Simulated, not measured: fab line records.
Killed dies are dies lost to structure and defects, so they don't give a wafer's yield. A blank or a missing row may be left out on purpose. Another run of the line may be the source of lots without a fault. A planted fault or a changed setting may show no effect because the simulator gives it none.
fab line records ; flow n5Finfet
record lots=11; wafers=32; lastDay=17
route steps=1938 shown TV_LITHO@1886 PASSIVATION@1925 END@1938
lots with no fault: from the same line, run without faults
startH: hours from the record's opening day to when the first of the lot's shown wafers began ; waitH: time in hours since the lot's previous step ; " identical to the entry in the row above ; L1.1+2: several wafers, shown together as one row ; - value missing, or start not given ; * or withheld: withheld ; < > ~ a bound
route shown NAME@n: NAME is a module with steps in the file, n the number in the route of the first one ; usual: the fault-free wafers' mean and standard deviation ; same: alike in all rows ; chamber/n: place in a boat ; sites: per-site readings ; _std_site: how widely they spread, as a standard deviation ; _edge_site: outer sites' mean less inner sites' ; radiusMm: for every site, how far away it sits from the centre of the wafer ; mask NAME#n: copy n ; behind: the last tool/chamber to shape the wafer ; hold: cause of the lot's hold/its duration in hours/its outcome ; device: the n, p or np transistor that did not switch ; end of line: at the end of the route, the tests of the same wafers ; a step with no rows: only its recipe ; killed: dies that structure and defects cost at the first sort, which is not the same as the wafer's yield ; map: dies across one wafer; x = killed, . = not, _ = none there
set.NAME: the setting that was run; set.NAME@STEP: the one run at that earlier step ; model.NAME: the simulator's own value behind a step, which no gauge read
a sample of lots followed through the steps of the route, with each step as a table and each wafer as a row
services: the hour from which a tool's chamber was out of use, counted from the record's first day as startH (under 0 if before that day), plus the number of hours and why
## steps
# step N5_PASSIVATION_DESCUM_12
# recipe chemistry=O2; timeS=7.9; sourcePowerW=50; biasPowerW=20; pressureMtorr=20; rfFrequencyHz=2.712e+07; tempC=40; o2FlowSccm=225
# usual drypumpMotorCurrentA=5.9/0.46; oesProductAu=0.79/0.087; rfFwdPowerW=49.70/0.17; rfVppV=243.7/1.2; showerheadPlenumPTorr=2.12/0.064; throttleValvePct=20.37/0.17
# same timeS=7.9
lot.wafer;tool;chamber;startH;waitH;drypumpMotorCurrentA;oesProductAu;rfFwdPowerW;rfHoursCounterH;rfVppV;showerheadPlenumPTorr;throttleValvePct
L403.1;rieDiel-01;0;263.41;0.5;5.8;0.88;49.73;46;243.0;2.10;20.27
L403.6;rieDiel-01;3;263.41;0.5;6.3;0.72;49.57;-;242.6;2.09;20.49
L408.3;rieDiel-02;2;289.57;0.0;6.4;0.71;49.69;236;245.6;2.05;20.60
L408.4;rieDiel-02;3;289.57;0.0;5.6;0.88;49.67;-;245.0;2.23;20.19
L408.5;rieDiel-02;2;289.57;0.0;6.4;0.69;49.70;-;242.5;2.05;20.60
L407.1;rieDiel-03;1;289.99;0.2;6.1;0.71;49.89;203;243.6;2.15;20.44
L407.2;rieDiel-03;0;289.99;0.2;6.8;0.74;49.39;153;243.7;2.10;20.56
L407.3;rieDiel-03;2;289.99;0.2;4.9;0.83;49.89;48;242.9;2.02;20.12
L409.2;rieDiel-03;2;294.14;0.0;4.9;0.84;49.68;50;243.3;2.02;20.12
L409.3;rieDiel-03;1;294.14;0.0;6.1;0.72;49.67;205;243.3;2.15;20.46
L409.6;rieDiel-03;2;294.14;0.0;4.8;0.83;49.75;-;241.7;2.02;20.10
L412.1;rieDiel-01;1;299.12;0.2;5.9;0.83;49.84;83;244.5;2.23;20.45
L412.5;rieDiel-01;0;299.12;0.2;5.8;0.86;49.65;-;243.2;2.10;20.30
L412.6;rieDiel-01;3;299.12;0.2;6.3;0.71;49.48;-;242.2;2.08;20.52
L413.1;rieDiel-02;3;315.88;0.1;5.6;0.86;49.90;51;244.7;2.22;20.20
L413.2;rieDiel-02;2;315.88;0.1;6.5;0.69;49.71;245;241.9;2.05;20.60
L413.4;rieDiel-02;1;315.88;0.1;5.7;0.71;49.80;204;242.0;2.09;20.33
L416.2;rieDiel-01;3;336.36;0.0;6.3;0.71;49.88;239;243.2;2.08;20.56
L416.4;rieDiel-01;1;336.36;0.0;5.9;0.82;49.86;95;244.1;2.22;20.45
L416.5;rieDiel-01;0;336.36;0.0;5.8;0.84;49.85;-;243.6;2.09;20.32
L420.3;rieDiel-02;3;370.27;0.2;5.6;0.85;49.72;68;244.6;2.22;20.21
L420.4;rieDiel-02;1;370.27;0.2;5.7;0.70;49.77;-;244.9;2.08;20.39
L420.5;rieDiel-02;2;370.27;0.2;6.4;0.95;49.71;-;242.2;2.05;20.18
L422.3;rieDiel-01;2;381.97;0.4;5.7;0.68;49.40;244;244.3;2.15;20.20
L422.4;rieDiel-01;1;381.97;0.4;5.9;0.81;49.79;-;243.7;2.22;20.48
L422.6;rieDiel-01;2;381.97;0.4;5.7;0.68;49.30;-;243.0;2.15;20.20
L423.1;rieDiel-02;2;387.08;0.0;6.4;0.91;49.83;11;242.5;2.04;20.18
L423.4;rieDiel-02;1;387.08;0.0;5.8;0.69;49.51;230;243.6;2.08;20.38
L423.5;rieDiel-02;3;387.08;0.0;5.6;0.83;49.81;-;245.8;2.21;20.23
L424.1;rieDiel-01;0;398.27;0.0;5.8;0.82;49.64;91;243.4;2.09;20.34
L424.4;rieDiel-01;1;398.27;0.0;5.9;0.79;49.72;-;244.5;2.22;20.49
L424.6;rieDiel-01;0;398.27;0.0;5.8;0.81;49.83;-;243.6;2.09;20.34
# step N5_PASSIVATION_CD_MEAS_44
# recipe targetCdNm=40000; landingEnergyEv=500; detector=seInlens
# usual cdNm=39999/4.3
lot.wafer;tool;chamber;startH;waitH;cdNm
L403.1;cdSem-01;0;266.93;-;40000
L403.6;cdSem-01;0;266.93;-;40003
L408.3;cdSem-02;0;293.27;-;39997
L408.4;cdSem-02;0;293.27;-;40002
L408.5;cdSem-02;0;293.27;-;40005
L407.1;cdSem-03;0;296.22;-;40000
L407.2;cdSem-03;0;296.22;-;40002
L407.3;cdSem-03;0;296.22;-;39996
L409.2;cdSem-03;0;299.63;-;39999
L409.3;cdSem-03;0;299.63;-;39995
L409.6;cdSem-03;0;299.63;-;39997
L412.1;cdSem-01;0;303.46;-;39992
L412.5;cdSem-01;0;303.46;-;40000
L412.6;cdSem-01;0;303.46;-;39998
L413.1;cdSem-03;0;323.26;-;40001
L413.2;cdSem-03;0;323.26;-;40003
L413.4;cdSem-03;0;323.26;-;40003
L416.2;cdSem-02;0;339.49;-;40000
L416.4;cdSem-02;0;339.49;-;39993
L416.5;cdSem-02;0;339.49;-;39997
L420.3;cdSem-03;0;373.71;-;39995
L420.4;cdSem-03;0;373.71;-;39991
L420.5;cdSem-03;0;373.71;-;39998
L422.3;cdSem-02;0;385.27;-;40006
L422.4;cdSem-02;0;385.27;-;40012
L422.6;cdSem-02;0;385.27;-;39998
L423.1;cdSem-03;0;390.23;-;39998
L423.4;cdSem-03;0;390.23;-;40001
L423.5;cdSem-03;0;390.23;-;40000
L424.1;cdSem-03;0;401.85;-;39996
L424.4;cdSem-03;0;401.85;-;39993
L424.6;cdSem-03;0;401.85;-;39997
# step N5_PASSIVATION_OVL_MEAS_66
# recipe pointsPerWafer=44
# usual PASS_OPEN_OVL=1/4.4
lot.wafer;tool;chamber;startH;waitH;PASS_OPEN_OVL[nm]
L403.1;overlay-01;0;266.96;0.0;-5
L403.6;overlay-01;0;266.96;0.0;8
L408.3;overlay-01;0;293.29;0.0;0
L408.4;overlay-01;0;293.29;0.0;0
L408.5;overlay-01;0;293.29;0.0;5
L407.1;overlay-02;0;296.25;0.0;-5
L407.2;overlay-02;0;296.25;0.0;2
L407.3;overlay-02;0;296.25;0.0;-2
L409.2;overlay-02;0;299.66;0.0;1
L409.3;overlay-02;0;299.66;0.0;-6
L409.6;overlay-02;0;299.66;0.0;2
L412.1;overlay-01;0;303.50;0.0;4
L412.5;overlay-01;0;303.50;0.0;-1
L412.6;overlay-01;0;303.50;0.0;6
L413.1;overlay-02;0;323.29;0.0;3
L413.2;overlay-02;0;323.29;0.0;3
L413.4;overlay-02;0;323.29;0.0;5
L416.2;overlay-02;0;339.52;0.0;6
L416.4;overlay-02;0;339.52;0.0;6
L416.5;overlay-02;0;339.52;0.0;3
L420.3;overlay-02;0;373.74;0.0;-1
L420.4;overlay-02;0;373.74;0.0;5
L420.5;overlay-02;0;373.74;0.0;1
L422.3;overlay-02;0;385.30;0.0;4
L422.4;overlay-02;0;385.30;0.0;-2
L422.6;overlay-02;0;385.30;0.0;0
L423.1;overlay-01;0;390.26;0.0;3
L423.4;overlay-01;0;390.26;0.0;-5
L423.5;overlay-01;0;390.26;0.0;-4
L424.1;overlay-01;0;401.88;0.0;-4
L424.4;overlay-01;0;401.88;0.0;9
L424.6;overlay-01;0;401.88;0.0;11
# step N5_PASSIVATION_STRIP_52
# recipe chemistry=postEtchResidueRemover; timeS=1200; tempC=72.5
# usual bathGuardTempC=72.3/0.63
# same timeS=1200
lot.wafer;tool;chamber;startH;waitH;bathGuardTempC
L403.1;wetBench-02;3;267.72;-;72.9
L403.6;wetBench-02;1;267.72;-;71.4
L408.3;wetBench-02;4;293.97;-;73.1
L408.4;wetBench-02;2;293.97;-;72.4
L408.5;wetBench-02;5;293.97;-;71.7
L407.1;wetBench-01;0;296.93;-;72.9
L407.2;wetBench-01;2;296.93;-;71.9
L407.3;wetBench-01;3;296.93;-;72.0
L409.2;wetBench-01;1;300.72;-;72.6
L409.3;wetBench-01;6;300.72;-;73.0
L409.6;wetBench-01;0;300.72;-;72.5
L412.1;wetBench-03;6;304.40;-;72.8
L412.5;wetBench-03;4;304.40;-;72.2
L412.6;wetBench-03;2;304.40;-;71.7
L413.1;wetBench-03;2;323.96;-;72.0
L413.2;wetBench-03;1;323.96;-;72.3
L413.4;wetBench-03;5;323.96;-;70.9
L416.2;wetBench-02;6;340.19;-;72.0
L416.4;wetBench-02;2;340.19;-;72.1
L416.5;wetBench-02;5;340.19;-;71.8
L420.3;wetBench-02;4;374.42;-;73.1
L420.4;wetBench-02;2;374.42;-;72.3
L420.5;wetBench-02;0;374.42;-;72.8
L422.3;wetBench-02;1;386.56;-;71.0
L422.4;wetBench-02;3;386.56;-;73.0
L422.6;wetBench-02;0;386.56;-;72.9
L423.1;wetBench-03;5;391.32;-;71.5
L423.4;wetBench-03;1;391.32;-;72.2
L423.5;wetBench-03;4;391.32;-;72.1
L424.1;wetBench-03;1;403.28;-;71.8
L424.4;wetBench-03;0;403.28;-;72.4
L424.6;wetBench-03;4;403.28;-;72.3
# step N5_PASSIVATION_PROBE_49
# usual defectLimitedYield=91.3/1.5; killed_at_M0_to_M3=35/10; killed_at_M4_up=12/4.6; killedAtContacts=13/6.6; killedAtFrontEnd=39/11; killedAtOther=4/3.4; killedDies=103/17; killedOpen=67/13; killedShort=35/8.2; sort_bin_5_function=5.1/0.94; sort_bin_6_memory=3.2/0.7; sort_bin_8_speed=0.00/0.03; sortNPass=1077/17; sortYieldPct=91.3/1.5
# same grossDies=1180; killedAtBackSide=0; sort_bin_4_leakage[%]=0
lot.wafer;tool;chamber;startH;waitH;defectLimitedYield[%];killed_at_M0_to_M3;killed_at_M4_up;killedAtContacts;killedAtFrontEnd;killedAtOther;killedDies;killedOpen;killedShort;sort_bin_5_function[%];sort_bin_6_memory[%];sort_bin_8_speed[%];sortNPass;sortYieldPct[%]
L423.1;prober-02;-;393.75;0.0;90.2;55;16;9;36;0;116;76;40;5.7;3.8;0;1064;90.2
L423.4;prober-02;-;393.90;0.2;82.6;40;18;12;15;120;205;64;21;10.5;3.7;0;975;82.6
L423.5;prober-02;-;393.95;0.2;90.6;56;9;17;27;2;111;73;37;5.1;4.2;0;1069;90.6
L424.1;prober-02;-;406.11;0.0;81.4;44;9;4;29;134;220;64;26;12.5;4.1;0;960;81.4
L424.4;prober-02;-;406.26;0.2;94.9;10;12;15;23;0;60;38;21;2.8;2.2;0;1120;94.9
L424.6;prober-02;-;406.36;0.3;93.0;40;6;5;28;4;83;53;30;4.0;3.0;0;1097;93.0
# killed by level:class
L423.1 BEOL_M0_SAQP:geometricParticle:open=14 BEOL_M0_SAQP:geometricParticle:short=13 BEOL_M1:geometricParticle:open=10 BEOL_M3:geometricParticle:open=9 FIN_SAQP:geometricParticle:open=8 FIN_SAQP:geometricParticle:short=7 BEOL_M4:geometricParticle:open=7 MOL_CONTACT_COAG:geometricParticle:open=6
L423.4 PASSIVATION:unspecified=120 BEOL_M0_SAQP:geometricParticle:open=12 BEOL_M3:geometricParticle:open=10 BEOL_M4:geometricParticle:open=10 MOL_CONTACT_COAG:geometricParticle:open=8 BEOL_M1:geometricParticle:open=8 MOL_CONTACT_COAG:geometricParticle:short=4 BEOL_M0_SAQP:geometricParticle:short=4
L423.5 BEOL_M3:geometricParticle:open=19 MOL_CONTACT_COAG:geometricParticle:open=14 BEOL_M0_SAQP:geometricParticle:short=9 BEOL_M1:geometricParticle:open=8 FIN_SAQP:geometricParticle:open=6 BEOL_M2:geometricParticle:open=6 BEOL_M0_SAQP:geometricParticle:open=5 DUMMY_GATE:geometricParticle:open=3
L424.1 PASSIVATION:unspecified=130 BEOL_M2:geometricParticle:open=11 BEOL_M0_SAQP:geometricParticle:open=10 FIN_SAQP:geometricParticle:short=9 FIN_SAQP:geometricParticle:open=7 BEOL_M3:geometricParticle:open=7 BEOL_M0_SAQP:geometricParticle:short=6 STI_FIN_REVEAL:geometricParticle:open=4
L424.4 MOL_CONTACT_COAG:geometricParticle:open=11 FIN_SAQP:geometricParticle:open=6 FIN_SAQP:geometricParticle:short=4 MOL_CONTACT_COAG:geometricParticle:short=4 BEOL_M4:geometricParticle:open=4 STI_FIN_REVEAL:geometricParticle:open=3 GATE_CUT:geometricParticle:short=3 BEOL_M0_SAQP:geometricParticle:open=3
L424.6 BEOL_M0_SAQP:geometricParticle:open=11 BEOL_M0_SAQP:geometricParticle:short=10 FIN_SAQP:geometricParticle:short=9 STI_FIN_REVEAL:geometricParticle:open=9 BEOL_M2:geometricParticle:open=8 BEOL_M3:geometricParticle:open=6 MOL_CONTACT_COAG:geometricParticle:open=5 BEOL_M1:geometricParticle:open=4
# step N5_PASSIVATION_INSPECT_57
# recipe inspectInstrument=macro; mode=outgoing
# usual rawDefectCount=2.1/1.4
lot.wafer;tool;chamber;startH;waitH;rawDefectCount
L403.1;defectInspect-02;-;270.99;0.0;2
L403.6;defectInspect-02;-;270.99;0.0;1
L408.3;defectInspect-01;-;297.15;0.0;1
L408.4;defectInspect-01;-;297.15;0.0;2
L408.5;defectInspect-01;-;297.15;0.0;1
L407.1;defectInspect-02;-;300.64;0.0;1
L407.2;defectInspect-02;-;300.64;0.0;2
L407.3;defectInspect-02;-;300.64;0.0;2
L409.2;defectInspect-01;-;303.51;0.0;3
L409.3;defectInspect-01;-;303.51;0.0;2
L409.6;defectInspect-01;-;303.51;0.0;2
L412.1;defectInspect-01;-;307.17;0.0;3
L412.5;defectInspect-01;-;307.17;0.0;2
L412.6;defectInspect-01;-;307.17;0.0;0
L413.1;defectInspect-01;-;326.74;0.0;3
L413.2;defectInspect-01;-;326.74;0.0;0
L413.4;defectInspect-01;-;326.74;0.0;3
L416.2;defectInspect-02;-;343.32;0.0;3
L416.4;defectInspect-02;-;343.32;0.0;0
L416.5;defectInspect-02;-;343.32;0.0;2
L420.3;defectInspect-02;-;377.21;0.0;0
L420.4;defectInspect-02;-;377.21;0.0;0
L420.5;defectInspect-02;-;377.21;0.0;3
L422.3;defectInspect-01;-;389.34;0.0;4
L422.4;defectInspect-01;-;389.34;0.0;4
L422.6;defectInspect-01;-;389.34;0.0;4
L423.1;defectInspect-01;-;394.10;0.0;6
L423.4;defectInspect-01;-;394.10;0.0;>300
L423.5;defectInspect-01;-;394.10;0.0;2
L424.1;defectInspect-02;-;406.46;0.0;>300
L424.4;defectInspect-02;-;406.46;0.0;3
L424.6;defectInspect-02;-;406.46;0.0;1
## services
tool;chamber;startH;hours;kind
wetBench-03;-;239.86;1.9;pm
rieDiel-02;2;244.08;21.0;repair
rieDiel-03;0;253.64;2.0;repair
rieDiel-02;0;254.95;14.4;repair
rieDiel-02;3;282.57;1.5;repair
rieDiel-03;3;285.32;6.0;repair
rieDiel-01;-;290.73;2.8;pm
rieDiel-01;2;293.58;40.7;repair
wetBench-02;-;322.39;1.4;repair
rieDiel-02;2;324.02;3.9;repair
rieDiel-01;1;326.23;2.7;repair
rieDiel-02;2;335.77;-;clean
rieDiel-02;2;335.77;-;consumableReplace:focusRing
rieDiel-02;2;335.77;17.2;scheduledDown
rieDiel-02;2;335.77;17.2;ventCycle
wetBench-02;-;368.99;2.0;repair
rieDiel-01;3;376.47;-;clean
rieDiel-01;3;376.47;-;consumableReplace:focusRing
rieDiel-01;3;376.47;19.3;scheduledDown
rieDiel-01;3;376.47;19.3;ventCycle
wetBench-03;-;380.03;2.2;repair
rieDiel-01;2;396.12;-;clean
rieDiel-01;2;396.12;-;consumableReplace:focusRing
## key
firstSign step=N5_PASSIVATION_PROBE_49; reading=killedAtOther; direction=up; sigmas=36; usual=4; struck=127
effect step=N5_PASSIVATION_PROBE_49; reading=defectLimitedYield; direction=down; sigmas=6.3; usual=91.3; struck=82.0
effect step=N5_PASSIVATION_INSPECT_57; reading=rawDefectCount; direction=up; sigmas=99+; usual=2.1; struck=>300
moreKillsBornAt N5_PASSIVATION_STRIP_52@wetBench-03=250
metAt N5_PASSIVATION_STRIP_52
struckLots L423,L424
struckWafers L423.4,L424.1
notActingAt N5_PASSIVATION_DESCUM_12,N5_PASSIVATION_CD_MEAS_44,N5_PASSIVATION_OVL_MEAS_66
onsetBetween 323.96 391.32
fault kind=chamberParticleSource; tool=wetBench-03; chamber=1; onsetH=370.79; steps=N5_PASSIVATION_STRIP_52; ratePerVisitCm2=0.91982; endH=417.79
